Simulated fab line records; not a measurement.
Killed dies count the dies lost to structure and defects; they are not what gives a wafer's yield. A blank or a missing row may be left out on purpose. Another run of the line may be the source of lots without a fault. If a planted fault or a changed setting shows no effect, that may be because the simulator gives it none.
fab line records	flow n5Finfet
record lots=24	wafers=72	lastDay=17
route steps=1938 shown FIN_CUT@175 STI_FIN_REVEAL@183 DUMMY_GATE@219
lots that met no fault: taken from a fault-free run of the same line
startH: start of the lot's first displayed wafer, in hours after the record's first day	waitH: hours elapsed since this lot's preceding step	" the same as in the row above	L1.1+2: several wafers, shown together as one row	- no value, or no start was given	* or withheld: withheld	< > ~ a bound
route shown NAME@n: NAME is a module with steps in the file, n the number in the route of the first one	usual: average and standard deviation across the fault-free wafers	same: alike in all rows	chamber/n: place in a boat	sites: per-site readings	_std_site: their standard deviation	_edge_site: mean of outer sites minus mean of inner sites	radiusMm: for every site, how far away it sits from the centre of the wafer	mask NAME#n: copy n	behind: the tool/chamber that last shaped the wafer	hold: why the lot went on hold/how many hours it stayed there/how the hold came to an end	device: which transistor (n, p or np) failed to switch	end of line: tests of these same wafers at the route's end	where a step has no rows: the recipe by itself	killed: not the wafer's yield, but the dies lost to structure and defects at the first sort	map: dies across one wafer; x = killed, . = not, _ = none there
set.NAME: the run value of the setting; set.NAME@STEP: its run value at that earlier step	model.NAME: the simulator's own value behind a step, which no gauge read
the route's steps for a sample of lots (tables are steps, rows are wafers)
services: a tool's chamber out of use, with start hour (startH, from the record's first day; less than 0 if before it), hours out, and reason
## steps
# step N5_FIN_CUT_PRECLEAN_35
# recipe timeS=13.3	tempC=45	pressureTorr=125	pHfTorr=3	pCoreactantTorr=25	chemistry=vHF
# usual drypumpMotorCurrentA=5.87/0.29
lot.wafer	tool	chamber	startH	waitH	drypumpMotorCurrentA
L074.2	vaporEtch-02	0	26.91	0.0	5.82
L074.3	"	0	"	"	5.80
L074.4	"	1	"	"	5.81
L075.3	vaporEtch-02	1	33.77	0.1	5.83
L075.5	"	0	"	"	5.82
L075.6	"	1	"	"	5.82
L076.2	vaporEtch-01	1	39.19	0.0	6.29
L076.5	"	0	"	"	5.51
L076.6	"	1	"	"	6.32
L077.2	vaporEtch-02	1	46.16	0.0	5.82
L077.5	"	1	"	"	5.80
L077.6	"	0	"	"	5.83
L078.1	vaporEtch-01	0	51.20	0.0	5.61
L078.3	"	1	"	"	6.32
L078.6	"	0	"	"	5.57
L079.3	vaporEtch-02	0	57.40	0.1	5.81
L079.5	"	0	"	"	5.79
L079.6	"	1	"	"	5.83
L080.1	vaporEtch-01	1	63.13	0.1	6.30
L080.4	"	1	"	"	6.31
L080.5	"	0	"	"	5.53
L081.2	vaporEtch-02	0	71.85	0.0	5.79
L081.4	"	1	"	"	5.81
L081.6	"	1	"	"	5.81
L082.1	vaporEtch-01	0	75.22	0.0	5.52
L082.2	"	1	"	"	6.29
L082.4	"	1	"	"	6.29
L083.4	vaporEtch-02	1	81.76	0.1	5.84
L083.5	"	0	"	"	5.81
L083.6	"	1	"	"	5.81
L084.3	vaporEtch-01	1	87.76	0.1	6.31
L084.4	"	0	"	"	5.51
L084.5	"	0	"	"	5.56
L085.2	vaporEtch-01	0	97.30	0.0	5.54
L085.3	"	0	"	"	5.54
L085.6	"	0	"	"	5.57
L086.1	vaporEtch-02	1	100.30	0.0	5.84
L086.2	"	0	"	"	5.79
L086.4	"	1	"	"	5.84
L087.2	vaporEtch-01	0	106.45	0.0	5.54
L087.3	"	1	"	"	6.30
L087.6	"	0	"	"	5.55
L088.1	vaporEtch-01	0	111.42	0.0	5.56
L088.2	"	1	"	"	6.30
L088.4	"	0	"	"	5.54
L089.1	vaporEtch-02	0	121.72	0.0	5.83
L089.4	"	1	"	"	5.83
L089.6	"	0	"	"	5.80
L090.1	vaporEtch-01	1	122.70	0.0	6.33
L090.4	"	0	"	"	5.57
L090.6	"	1	"	"	6.30
L091.1	vaporEtch-02	0	129.72	0.4	5.80
L091.3	"	1	"	"	5.81
L091.4	"	0	"	"	5.72
L092.2	vaporEtch-01	0	135.61	0.0	5.53
L092.4	"	0	"	"	5.52
L092.6	"	1	"	"	6.33
L093.1	vaporEtch-01	1	141.82	0.0	6.33
L093.5	"	0	"	"	5.55
L093.6	"	1	"	"	6.33
L094.2	vaporEtch-01	1	147.41	0.0	6.26
L094.3	"	1	"	"	6.30
L094.5	"	1	"	"	6.30
L095.1	vaporEtch-02	0	153.35	0.0	5.75
L095.2	"	1	"	"	5.84
L095.4	"	1	"	"	5.83
L096.2	vaporEtch-01	0	159.13	0.0	5.54
L096.3	"	0	"	"	5.57
L096.4	"	1	"	"	6.28
L097.2	vaporEtch-02	0	165.26	0.0	5.79
L097.3	"	1	"	"	5.84
L097.6	"	0	"	"	5.78
# step N5_FIN_CUT_STRIP_22
# recipe chemistry=N2/H2	powerW=500	tempC=40	pressureMtorr=50	rfFrequencyHz=6e+07	overashFraction=0.3	biasPowerW=8	h2Frac=0.5	n2FlowSccm=300	h2FlowSccm=300
# usual drypumpMotorCurrentA=5.6/0.48	oesProductAu=0.80/0.085	rfVppV=54.5/2.3	showerheadPlenumPTorr=3.37/0.13	throttleValvePct=18.9/0.44
lot.wafer	tool	chamber	startH	waitH	drypumpMotorCurrentA	oesProductAu	rfHoursCounterH	rfVppV	showerheadPlenumPTorr	throttleValvePct
L074.2	rieDiel-03	2	27.12	0.0	5.1	0.80	105	52.9	3.23	18.2
L074.3	"	1	"	"	6.1	0.69	249	57.1	3.34	19.4
L074.4	"	0	"	"	5.9	0.78	112	52.2	3.39	19.3
L075.3	rieDiel-05	1	33.96	0.0	6.1	0.90	21	52.5	3.58	18.5
L075.5	"	1	"	"	6.1	0.92	-	54.4	3.58	18.5
L075.6	"	0	"	"	5.6	0.80	-	52.4	3.13	18.8
L076.2	rieDiel-03	0	39.39	0.0	5.9	0.77	116	56.1	3.39	19.3
L076.5	"	0	"	"	5.9	0.76	-	55.8	3.39	19.3
L076.6	"	3	"	"	5.4	0.73	-	56.1	3.48	19.1
L077.2	rieDiel-05	0	46.36	0.0	5.7	0.80	84	51.9	3.13	18.8
L077.5	"	0	"	"	5.6	0.79	-	53.2	3.13	18.8
L077.6	"	3	"	"	5.8	0.72	-	55.3	3.46	18.1
L078.1	rieDiel-01	0	51.60	0.2	4.9	0.93	16	52.4	3.45	19.2
L078.3	"	3	"	"	5.4	0.71	164	56.9	3.24	18.8
L078.6	"	0	"	"	4.9	0.92	-	49.2	3.45	19.2
L079.3	rieDiel-03	2	57.66	0.1	5.1	0.79	118	51.2	3.22	18.2
L079.5	"	0	"	"	5.9	0.77	-	55.8	3.39	19.4
L079.6	"	1	"	"	6.1	1.00	-	56.2	3.33	19.1
L080.1	rieDiel-03	1	63.33	0.0	6.1	1.01	2	56.4	3.34	19.1
L080.4	"	3	"	"	5.5	0.73	193	56.3	3.47	19.1
L080.5	"	3	"	"	5.5	0.73	-	52.6	3.47	19.1
L081.2	rieDiel-01	0	72.09	0.1	4.9	0.90	23	52.1	3.45	19.3
L081.4	"	3	"	"	5.4	0.72	170	56.5	3.24	18.8
L081.6	"	0	"	"	4.9	0.91	-	54.0	3.45	19.3
L082.1	rieDiel-03	3	75.51	0.1	5.5	0.72	198	52.7	3.47	19.1
L082.2	"	2	"	"	5.1	0.79	123	58.0	3.22	18.2
L082.4	"	1	"	"	6.1	1.00	6	53.1	3.33	19.1
L083.4	rieDiel-03	2	82.05	0.2	5.1	0.79	126	51.9	3.22	18.2
L083.5	"	3	"	"	5.5	0.73	-	59.7	3.47	19.1
L083.6	"	2	"	"	5.1	0.78	-	52.6	3.22	18.2
L084.3	rieDiel-05	3	87.95	0.0	5.8	0.72	183	57.8	3.46	18.1
L084.4	"	2	"	"	6.8	0.84	78	52.4	3.54	18.6
L084.5	"	0	"	"	5.6	0.80	-	48.5	3.13	18.8
L085.2	rieDiel-03	0	97.57	0.1	5.9	0.75	138	52.8	3.38	19.3
L085.3	"	2	"	"	5.1	0.78	131	52.3	3.21	18.2
L085.6	"	1	"	"	6.1	0.94	-	55.1	3.33	19.1
L086.1	rieDiel-01	1	100.51	0.1	5.9	0.90	21	52.0	3.42	18.6
L086.2	"	2	"	"	5.0	0.72	207	58.2	3.33	19.6
L086.4	"	3	"	"	5.4	0.71	181	56.4	3.23	18.9
L087.2	rieDiel-05	1	106.65	0.0	6.1	0.87	38	52.8	3.57	18.5
L087.3	"	2	"	"	6.8	0.84	84	55.4	3.53	18.6
L087.6	"	0	"	"	5.5	0.78	-	52.8	3.12	18.8
L088.1	rieDiel-05	0	111.67	0.1	5.6	0.78	100	54.4	3.12	18.8
L088.2	"	3	"	"	5.7	0.72	192	57.0	3.45	18.1
L088.4	"	0	"	"	5.6	0.79	-	52.5	3.12	18.8
L089.1	rieDiel-03	2	121.92	0.0	5.1	0.77	139	56.4	3.21	18.2
L089.4	"	1	"	"	6.1	0.93	22	52.1	3.33	19.1
L089.6	"	1	"	"	6.1	0.94	-	53.8	3.32	19.1
L090.1	rieDiel-05	3	122.91	0.1	5.8	0.73	196	51.6	3.45	18.1
L090.4	"	0	"	"	5.6	0.77	103	53.0	3.12	18.9
L090.6	"	2	"	"	6.8	0.84	-	54.7	3.53	18.6
L091.1	rieDiel-03	1	129.95	0.1	6.1	0.94	25	56.0	3.32	19.1
L091.3	"	0	"	"	5.9	0.73	149	54.5	3.37	19.3
L091.4	"	2	"	"	5.1	0.78	142	53.6	3.21	18.2
L092.2	rieDiel-05	3	135.95	0.2	5.8	0.72	198	57.7	3.45	18.2
L092.4	"	0	"	"	5.6	0.80	106	54.7	3.12	18.9
L092.6	"	0	"	"	5.6	0.79	-	58.8	3.12	18.8
L093.1	rieDiel-03	2	142.03	0.0	5.1	0.76	146	52.6	3.21	18.2
L093.5	"	3	"	"	5.5	0.72	-	49.8	3.45	19.2
L093.6	"	0	"	"	5.9	0.75	-	58.2	3.37	19.3
L094.2	rieDiel-01	2	147.61	0.0	5.0	0.68	223	54.4	3.32	19.7
L094.3	"	3	"	"	5.3	0.70	198	50.4	3.22	18.9
L094.5	"	3	"	"	5.3	0.70	-	56.6	3.22	18.8
L095.1	rieDiel-01	1	153.56	0.0	5.8	0.87	34	53.3	3.41	18.6
L095.2	"	0	"	"	4.9	0.89	52	54.5	3.43	19.3
L095.4	"	3	"	"	5.4	0.71	200	53.5	3.22	18.8
L096.2	rieDiel-03	1	159.34	0.0	6.1	0.93	34	52.2	3.32	19.1
L096.3	"	2	"	"	5.1	0.78	151	51.8	3.20	18.2
L096.4	"	0	"	"	5.9	0.73	157	55.1	3.37	19.4
L097.2	rieDiel-01	3	165.46	0.0	5.3	0.70	204	52.2	3.22	18.9
L097.3	"	1	"	"	5.8	0.87	37	57.0	3.41	18.6
L097.6	"	1	"	"	5.8	0.86	-	49.7	3.41	18.6
# step N5_STI_FIN_REVEAL_ALD_00
# recipe material=SiO2	targetThkA=10	tempC=300	aldPrecursorFamily=BDEAS	aldCoReactant=O2-plasma	pulseTimeS=1	pressureTorr=2
# usual heaterPowerW=488/48	precursorPulseHeightRel=0.999/0.02
lot.wafer	tool	chamber	startH	waitH	heaterPowerW	precursorPulseHeightRel
L074.2	aldSin-02	2	28.15	0.9	486	0.999
L074.3	"	0	"	"	472	1.000
L074.4	"	1	"	"	483	0.984
L075.3	aldSin-03	0	34.15	0.0	576	1.018
L075.5	"	1	"	"	509	1.008
L075.6	"	0	"	"	582	1.036
L076.2	aldSin-01	3	39.59	0.0	392	0.956
L076.5	"	3	"	"	403	1.001
L076.6	"	2	"	"	389	0.989
L077.2	aldSin-03	1	46.57	0.0	504	1.004
L077.5	"	1	"	"	492	1.003
L077.6	"	2	"	"	502	1.015
L078.1	aldSin-01	3	51.79	0.0	414	0.996
L078.3	"	1	"	"	463	0.986
L078.6	"	1	"	"	466	0.995
L079.3	aldSin-01	2	57.86	0.0	369	0.972
L079.5	"	2	"	"	375	0.996
L079.6	"	3	"	"	410	0.974
L080.1	aldSin-02	3	63.53	0.0	537	1.019
L080.4	"	0	"	"	460	1.009
L080.5	"	1	"	"	486	0.974
L081.2	aldSin-02	0	72.29	0.0	475	0.997
L081.4	"	3	"	"	537	0.998
L081.6	"	2	"	"	493	1.012
L082.1	aldSin-03	0	75.71	0.0	578	0.989
L082.2	"	1	"	"	520	0.986
L082.4	"	2	"	"	515	0.959
L083.4	aldSin-03	2	82.25	0.0	504	0.953
L083.5	"	3	"	"	506	1.005
L083.6	"	0	"	"	581	1.021
L084.3	aldSin-03	1	89.56	1.4	508	0.989
L084.4	"	2	"	"	515	0.938
L084.5	"	0	"	"	572	1.026
L085.2	aldSin-01	2	97.83	0.1	382	0.995
L085.3	"	0	"	"	477	1.015
L085.6	"	3	"	"	415	0.971
L086.1	aldSin-03	3	100.72	0.0	518	1.013
L086.2	"	0	"	"	571	1.009
L086.4	"	2	"	"	514	0.987
L087.2	aldSin-02	3	106.85	0.0	512	0.994
L087.3	"	0	"	"	457	0.976
L087.6	"	1	"	"	471	0.977
L088.1	aldSin-02	2	113.04	1.2	478	1.006
L088.2	"	0	"	"	464	1.005
L088.4	"	1	"	"	468	1.022
L089.1	aldSin-03	0	122.19	0.1	572	1.005
L089.4	"	3	"	"	522	1.024
L089.6	"	1	"	"	505	1.014
L090.1	aldSin-02	2	123.11	0.0	468	0.990
L090.4	"	0	"	"	445	1.001
L090.6	"	3	"	"	506	1.004
L091.1	aldSin-01	1	130.15	0.0	449	1.008
L091.3	"	2	"	"	380	0.964
L091.4	"	0	"	"	487	0.997
L092.2	aldSin-02	1	136.15	0.0	476	0.998
L092.4	"	0	"	"	464	1.022
L092.6	"	3	"	"	514	1.002
L093.1	aldSin-02	3	143.23	1.0	517	0.965
L093.5	"	3	"	"	508	1.011
L093.6	"	0	"	"	446	1.028
L094.2	aldSin-03	2	147.80	0.0	486	1.010
L094.3	"	0	"	"	592	0.997
L094.5	"	2	"	"	505	1.009
L095.1	aldSin-02	1	153.75	0.0	484	0.990
L095.2	"	3	"	"	514	1.032
L095.4	"	2	"	"	469	1.009
L096.2	aldSin-03	0	159.53	0.0	594	0.989
L096.3	"	1	"	"	507	0.959
L096.4	"	3	"	"	517	0.990
L097.2	aldSin-02	3	165.72	0.1	517	1.028
L097.3	"	2	"	"	466	0.983
L097.6	"	1	"	"	485	1.007
# step N5_STI_FIN_REVEAL_ETCHBACK_08
# recipe chemistry=C4F6/O2	target=SiO2	targetDepthA=305	timeS=10.167	ionEnergyEv=250	pressureMtorr=30	sourceW=345	biasW=185	Ar_flow_sccm=300	C4F6_flow_sccm=10	O2_flow_sccm=10
# usual drypumpMotorCurrentA=5.8/0.4	oesProductAu=0.79/0.091	rfVppV=663/9.9	showerheadPlenumPTorr=2.85/0.079	throttleValvePct=21.32/0.22
lot.wafer	tool	chamber	startH	waitH	drypumpMotorCurrentA	oesProductAu	rfHoursCounterH	rfVppV	showerheadPlenumPTorr	throttleValvePct
L074.2	rieDiel-04	0	33.84	0.2	6.2	0.84	58	667	2.79	21.16
L074.3	"	1	"	"	5.4	1.04	2	670	2.90	21.08
L074.4	"	2	"	"	6.4	0.77	130	665	2.74	21.06
L075.3	rieDiel-04	1	39.88	0.2	5.4	1.00	5	670	2.89	21.07
L075.5	"	2	"	"	6.4	0.77	-	664	2.74	21.04
L075.6	"	3	"	"	5.7	0.74	-	677	2.86	21.46
L076.2	rieDiel-06	2	45.21	0.2	5.3	0.76	166	658	2.76	21.52
L076.5	"	0	"	"	5.9	0.70	-	656	2.93	21.27
L076.6	"	1	"	"	6.1	0.71	-	659	2.94	21.52
L077.2	rieDiel-04	2	52.24	0.2	6.4	0.76	138	665	2.74	21.05
L077.5	"	0	"	"	6.2	0.83	-	666	2.79	21.15
L077.6	"	1	"	"	5.4	0.98	-	668	2.89	21.07
L078.1	rieDiel-02	1	58.07	0.2	5.5	0.74	161	633	2.96	21.38
L078.3	"	1	"	"	5.5	0.74	-	634	2.96	21.39
L078.6	"	1	"	"	5.6	0.74	-	635	2.96	21.39
L079.3	rieDiel-04	0	64.14	0.1	6.1	0.82	65	667	2.79	21.17
L079.5	"	2	"	"	6.4	0.76	-	664	2.74	21.06
L079.6	"	1	"	"	5.4	0.97	-	670	2.89	21.08
L080.1	rieDiel-06	3	69.84	0.3	5.9	0.71	199	664	2.84	21.79
L080.4	"	1	"	"	6.1	0.70	231	660	2.94	21.54
L080.5	"	1	"	"	6.1	0.70	-	660	2.94	21.54
L081.2	rieDiel-02	2	78.59	0.2	5.0	0.75	162	657	2.86	21.28
L081.4	"	1	"	"	5.5	0.74	169	636	2.96	21.40
L081.6	"	0	"	"	5.3	0.97	-	670	2.94	21.47
L082.1	rieDiel-06	0	81.66	0.2	5.9	0.70	232	657	2.92	21.29
L082.2	"	1	"	"	6.1	0.70	235	659	2.94	21.53
L082.4	"	3	"	"	5.9	0.72	203	663	2.84	21.82
L083.4	rieDiel-06	3	87.89	0.1	5.9	0.71	-	664	2.84	21.82
L083.5	"	0	"	"	6.0	0.69	-	656	2.92	21.28
L083.6	"	1	"	"	6.1	0.69	-	660	2.93	21.53
L084.3	rieDiel-02	2	95.41	0.3	5.0	0.75	169	658	2.86	21.28
L084.4	"	3	"	"	5.8	0.89	26	656	3.01	21.04
L084.5	"	0	"	"	5.3	0.95	-	669	2.93	21.49
L085.2	rieDiel-04	1	103.45	0.2	5.4	0.93	27	669	2.88	21.10
L085.3	"	2	"	"	6.4	0.74	157	664	2.73	21.08
L085.6	"	0	"	"	6.1	0.81	-	668	2.78	21.20
L086.1	rieDiel-06	0	106.38	0.2	6.0	0.69	244	657	2.92	21.30
L086.2	"	3	"	"	5.9	0.71	216	663	2.83	21.83
L086.4	"	0	"	"	6.0	0.69	-	656	2.92	21.31
L087.2	rieDiel-04	0	112.53	0.2	6.1	0.81	83	666	2.78	21.20
L087.3	"	2	"	"	6.4	0.75	160	663	2.73	21.09
L087.6	"	2	"	"	6.4	0.75	-	665	2.73	21.08
L088.1	rieDiel-04	1	118.68	0.2	5.4	0.92	35	669	2.88	21.10
L088.2	"	0	"	"	6.1	0.79	87	667	2.78	21.20
L088.4	"	2	"	"	6.4	0.75	164	664	2.73	21.09
L089.1	rieDiel-02	3	127.87	0.2	5.8	0.88	37	655	3.00	21.08
L089.4	"	2	"	"	5.0	0.73	181	658	2.85	21.30
L089.6	"	2	"	"	5.0	0.73	-	658	2.85	21.28
L090.1	rieDiel-04	0	128.79	0.2	6.2	0.81	90	666	2.78	21.22
L090.4	"	1	"	"	5.4	0.91	38	668	2.88	21.12
L090.6	"	0	"	"	6.2	0.79	-	667	2.77	21.21
L091.1	rieDiel-02	1	136.37	0.2	5.6	0.72	191	634	2.95	21.43
L091.3	"	0	"	"	5.4	0.90	27	670	2.93	21.50
L091.4	"	2	"	"	5.0	0.72	-	655	2.85	21.31
L092.2	rieDiel-04	1	142.37	0.2	5.4	0.91	43	669	2.88	21.13
L092.4	"	3	"	"	5.7	0.73	186	676	2.85	21.50
L092.6	"	2	"	"	6.4	0.74	-	664	2.73	21.12
L093.1	rieDiel-02	3	149.06	0.2	5.7	0.87	43	655	3.00	21.07
L093.5	"	3	"	"	5.7	0.86	-	656	3.00	21.08
L093.6	"	2	"	"	5.0	0.73	-	656	2.85	21.31
L094.2	rieDiel-04	3	153.44	0.2	5.6	0.73	190	676	2.84	21.51
L094.3	"	0	"	"	6.1	0.79	99	667	2.77	21.22
L094.5	"	1	"	"	5.4	0.89	-	672	2.88	21.15
L095.1	rieDiel-04	0	159.38	0.2	6.2	0.78	102	666	2.77	21.22
L095.2	"	3	"	"	5.7	0.73	192	675	2.84	21.51
L095.4	"	1	"	"	5.4	0.90	49	669	2.87	21.13
L096.2	rieDiel-06	0	165.27	0.2	6.0	0.67	272	657	2.90	21.33
L096.3	"	3	"	"	5.9	0.69	243	662	2.82	21.87
L096.4	"	2	"	"	5.3	0.74	-	657	2.74	21.56
L097.2	rieDiel-04	0	171.62	0.4	6.1	0.79	105	666	2.77	21.22
L097.3	"	3	"	"	5.6	0.72	196	677	2.84	21.52
L097.6	"	1	"	"	5.4	0.89	-	669	2.87	21.16
# step N5_DUMMY_GATE_THK_MEAS_05
# usual thkNm=71.4/1.1
lot.wafer	tool	chamber	startH	waitH	thkNm
L074.2	filmMetro-02	-	43.04	0.2	70.4
L074.3	"	-	"	"	70.2
L074.4	"	-	"	"	71.6
L075.3	filmMetro-02	-	47.63	0.2	73.4
L075.5	"	-	"	"	73.1
L075.6	"	-	"	"	74.2
L076.2	filmMetro-01	-	52.71	0.2	71.6
L076.5	"	-	"	"	73.1
L076.6	"	-	"	"	71.3
L077.2	filmMetro-02	-	60.63	0.2	71.5
L077.5	"	-	"	"	71.8
L077.6	"	-	"	"	71.4
L078.1	filmMetro-02	-	67.24	0.1	70.4
L078.3	"	-	"	"	70.1
L078.6	"	-	"	"	72.2
L079.3	filmMetro-01	-	71.84	0.1	71.5
L079.5	"	-	"	"	70.7
L079.6	"	-	"	"	73.4
L080.1	filmMetro-02	-	77.16	0.1	71.4
L080.4	"	-	"	"	72.0
L080.5	"	-	"	"	72.8
L081.2	filmMetro-01	-	85.85	0.1	71.6
L081.4	"	-	"	"	73.8
L081.6	"	-	"	"	71.7
L082.1	filmMetro-02	-	88.89	0.1	71.6
L082.2	"	-	"	"	72.7
L082.4	"	-	"	"	72.8
L083.4	filmMetro-01	-	95.13	0.1	71.2
L083.5	"	-	"	"	70.6
L083.6	"	-	"	"	73.3
L084.3	filmMetro-02	-	102.87	0.4	71.0
L084.4	"	-	"	"	72.2
L084.5	"	-	"	"	72.1
L085.2	filmMetro-02	-	110.79	0.1	71.1
L085.3	"	-	"	"	71.6
L085.6	"	-	"	"	70.2
L086.1	filmMetro-01	-	115.49	0.1	70.9
L086.2	"	-	"	"	72.6
L086.4	"	-	"	"	70.9
L087.2	filmMetro-01	-	120.01	0.2	71.1
L087.3	"	-	"	"	70.5
L087.6	"	-	"	"	71.2
L088.1	filmMetro-02	-	127.11	0.2	70.8
L088.2	"	-	"	"	70.4
L088.4	"	-	"	"	71.9
L089.1	filmMetro-01	-	135.15	0.1	71.5
L089.4	"	-	"	"	71.3
L089.6	"	-	"	"	72.7
L090.1	filmMetro-02	-	136.00	0.2	69.9
L090.4	"	-	"	"	71.9
L090.6	"	-	"	"	69.4
L091.1	filmMetro-01	-	143.69	0.1	68.8
L091.3	"	-	"	"	68.8
L091.4	"	-	"	"	72.3
L092.2	filmMetro-01	-	149.72	0.1	71.9
L092.4	"	-	"	"	70.5
L092.6	"	-	"	"	70.6
L093.1	filmMetro-01	-	156.28	0.1	71.8
L093.5	"	-	"	"	71.3
L093.6	"	-	"	"	73.1
L094.2	filmMetro-02	-	160.65	0.2	70.6
L094.3	"	-	"	"	70.3
L094.5	"	-	"	"	71.1
L095.1	filmMetro-02	-	166.70	0.1	73.0
L095.2	"	-	"	"	71.3
L095.4	"	-	"	"	71.0
L096.2	filmMetro-01	-	174.32	0.1	72.8
L096.3	"	-	"	"	70.3
L096.4	"	-	"	"	70.4
L097.2	filmMetro-02	-	179.34	0.2	71.6
L097.3	"	-	"	"	72.6
L097.6	"	-	"	"	71.1
# step N5_DUMMY_GATE_ETCH_31
# recipe chemistry=C4F6/O2	target=SiO2	maskMaterial=SOC	targetDepthA=825	timeS=27.5	ionEnergyEv=250	pressureMtorr=30	sourceW=345	biasW=185	Ar_flow_sccm=300	C4F6_flow_sccm=10	O2_flow_sccm=10
# usual drypumpMotorCurrentA=5.6/0.5	oesProductAu=0.79/0.078	rfVppV=660/15	showerheadPlenumPTorr=2.84/0.1	throttleValvePct=21.05/0.23
lot.wafer	tool	chamber	startH	waitH	drypumpMotorCurrentA	oesProductAu	rfHoursCounterH	rfVppV	showerheadPlenumPTorr	throttleValvePct
L074.2	rieDiel-03	3	48.37	0.0	5.4	0.73	187	646	2.94	21.09
L074.3	"	2	"	"	5.1	0.80	114	661	2.76	21.10
L074.4	"	2	"	"	5.0	0.80	-	659	2.76	21.10
L075.3	rieDiel-03	0	52.48	0.0	6.0	0.77	122	685	2.86	21.23
L075.5	"	2	"	"	5.1	0.80	-	658	2.76	21.10
L075.6	"	3	"	"	5.4	0.72	-	646	2.94	21.08
L076.2	rieDiel-03	2	57.92	0.0	5.1	0.80	118	660	2.76	21.10
L076.5	"	1	"	"	6.1	1.00	-	669	2.78	20.87
L076.6	"	0	"	"	5.9	0.76	-	686	2.86	21.24
L077.2	rieDiel-03	3	65.49	0.0	5.4	0.73	194	647	2.94	21.09
L077.5	"	3	"	"	5.4	0.72	-	647	2.94	21.09
L077.6	"	0	"	"	5.9	0.77	-	686	2.86	21.24
L078.1	rieDiel-01	0	72.74	0.5	4.9	0.93	23	642	2.89	21.08
L078.3	"	2	"	"	5.0	0.71	197	673	2.81	21.54
L078.6	"	3	"	"	5.3	0.72	-	651	2.74	21.14
L079.3	rieDiel-01	3	76.74	0.0	5.4	0.72	173	650	2.74	21.13
L079.5	"	1	"	"	5.8	0.93	-	677	2.91	21.15
L079.6	"	2	"	"	5.0	0.71	-	672	2.81	21.53
L080.1	rieDiel-01	3	82.73	0.2	5.4	0.72	176	653	2.73	21.11
L080.4	"	1	"	"	5.9	0.93	16	676	2.90	21.14
L080.5	"	0	"	"	4.9	0.93	-	644	2.88	21.09
L081.2	rieDiel-03	1	90.82	0.0	6.1	0.95	13	670	2.78	20.88
L081.4	"	0	"	"	5.9	0.75	137	685	2.85	21.26
L081.6	"	3	"	"	5.4	0.72	-	644	2.93	21.10
L082.1	rieDiel-01	1	93.74	0.0	5.8	0.91	19	676	2.90	21.17
L082.2	"	3	"	"	5.4	0.71	179	651	2.73	21.14
L082.4	"	0	"	"	4.9	0.89	31	642	2.88	21.10
L083.4	rieDiel-05	0	100.08	0.0	5.6	0.79	95	637	2.66	21.12
L083.5	"	1	"	"	6.1	0.87	-	662	2.99	20.79
L083.6	"	0	"	"	5.6	0.79	-	637	2.66	21.11
L084.3	rieDiel-01	0	107.85	0.0	4.9	0.90	35	640	2.88	21.10
L084.4	"	3	"	"	5.3	0.72	183	651	2.73	21.15
L084.5	"	0	"	"	4.9	0.92	-	644	2.88	21.10
L085.2	rieDiel-03	1	115.76	0.0	6.1	0.93	20	668	2.78	20.89
L085.3	"	3	"	"	5.4	0.72	212	644	2.93	21.11
L085.6	"	1	"	"	6.1	0.93	-	669	2.78	20.89
L086.1	rieDiel-05	3	120.46	0.0	5.8	0.73	195	681	2.94	20.84
L086.2	"	2	"	"	6.7	0.84	87	665	2.96	20.55
L086.4	"	1	"	"	6.1	0.87	43	662	2.99	20.83
L087.2	rieDiel-01	3	125.13	0.2	5.4	0.71	189	653	2.73	21.18
L087.3	"	2	"	"	5.0	0.70	215	671	2.80	21.55
L087.6	"	0	"	"	4.9	0.90	-	641	2.88	21.11
L088.1	rieDiel-05	0	132.18	0.1	5.6	0.78	105	637	2.65	21.13
L088.2	"	2	"	"	6.7	0.83	90	665	2.96	20.54
L088.4	"	3	"	"	5.8	0.72	198	681	2.94	20.85
L089.1	rieDiel-05	0	140.17	0.1	5.6	0.77	108	637	2.65	21.13
L089.4	"	3	"	"	5.8	0.72	200	680	2.94	20.85
L089.6	"	0	"	"	5.6	0.78	-	636	2.65	21.13
L090.1	rieDiel-05	1	140.87	0.0	6.1	0.85	48	663	2.99	20.81
L090.4	"	2	"	"	6.8	0.84	92	663	2.96	20.55
L090.6	"	0	"	"	5.6	0.78	-	637	2.65	21.13
L091.1	rieDiel-05	0	148.78	0.1	5.6	0.79	110	636	2.65	21.12
L091.3	"	1	"	"	6.1	0.85	50	662	2.99	20.81
L091.4	"	3	"	"	5.7	0.72	203	680	2.94	20.86
L092.2	rieDiel-01	2	154.60	0.1	5.0	0.70	226	670	2.80	21.60
L092.4	"	3	"	"	5.4	0.70	200	651	2.72	21.17
L092.6	"	3	"	"	5.3	0.70	-	651	2.72	21.18
L093.1	rieDiel-03	1	161.25	0.0	6.1	0.91	35	668	2.77	20.90
L093.5	"	3	"	"	5.4	0.71	-	646	2.92	21.15
L093.6	"	2	"	"	5.0	0.76	-	659	2.75	21.17
L094.2	rieDiel-05	1	165.64	0.0	6.1	0.84	56	662	2.98	20.82
L094.3	"	2	"	"	6.8	0.81	99	663	2.95	20.56
L094.5	"	2	"	"	6.8	0.82	-	665	2.95	20.55
L095.1	rieDiel-05	1	171.65	0.0	6.1	0.84	56	662	2.98	20.83
L095.2	"	0	"	"	5.6	0.77	116	637	2.65	21.12
L095.4	"	2	"	"	6.7	0.82	101	663	2.95	20.56
L096.2	rieDiel-05	2	179.54	0.0	6.7	0.82	103	664	2.95	20.56
L096.3	"	0	"	"	5.6	0.77	119	637	2.65	21.17
L096.4	"	1	"	"	6.1	0.83	59	663	2.98	20.83
L097.2	rieDiel-03	2	184.46	0.1	5.1	0.75	158	658	2.74	21.16
L097.3	"	1	"	"	6.1	0.89	42	669	2.77	20.94
L097.6	"	1	"	"	6.1	0.88	-	668	2.77	20.92
## services
tool	chamber	startH	hours	kind
rieDiel-02	-	11.62	1.2	repair
rieDiel-05	-	28.85	1.1	repair
aldSin-03	3	29.19	3.4	repair
rieDiel-02	3	29.92	4.2	repair
rieDiel-04	0	35.51	9.4	repair
rieDiel-02	3	55.90	7.6	repair
aldSin-01	2	60.29	9.5	repair
rieDiel-05	-	70.80	14.6	pm
rieDiel-02	0	75.70	2.6	repair
aldSin-01	1	79.30	4.7	repair
aldSin-01	-	79.79	1.8	repair
aldSin-02	-	85.44	14.0	pm
rieDiel-06	2	87.77	25.7	repair
rieDiel-06	1	88.98	2.9	repair
rieDiel-02	3	89.46	1.7	repair
rieDiel-06	1	102.88	93.9	repair
aldSin-02	0	104.27	2.5	repair
rieDiel-01	-	105.87	0.6	repair
rieDiel-04	3	109.30	9.0	repair
rieDiel-01	1	140.00	12.9	repair
aldSin-03	0	150.53	8.9	repair
rieDiel-05	-	159.79	0.5	repair
rieDiel-02	1	162.23	15.8	repair
rieDiel-03	0	181.89	7.9	repair
## key
fault none
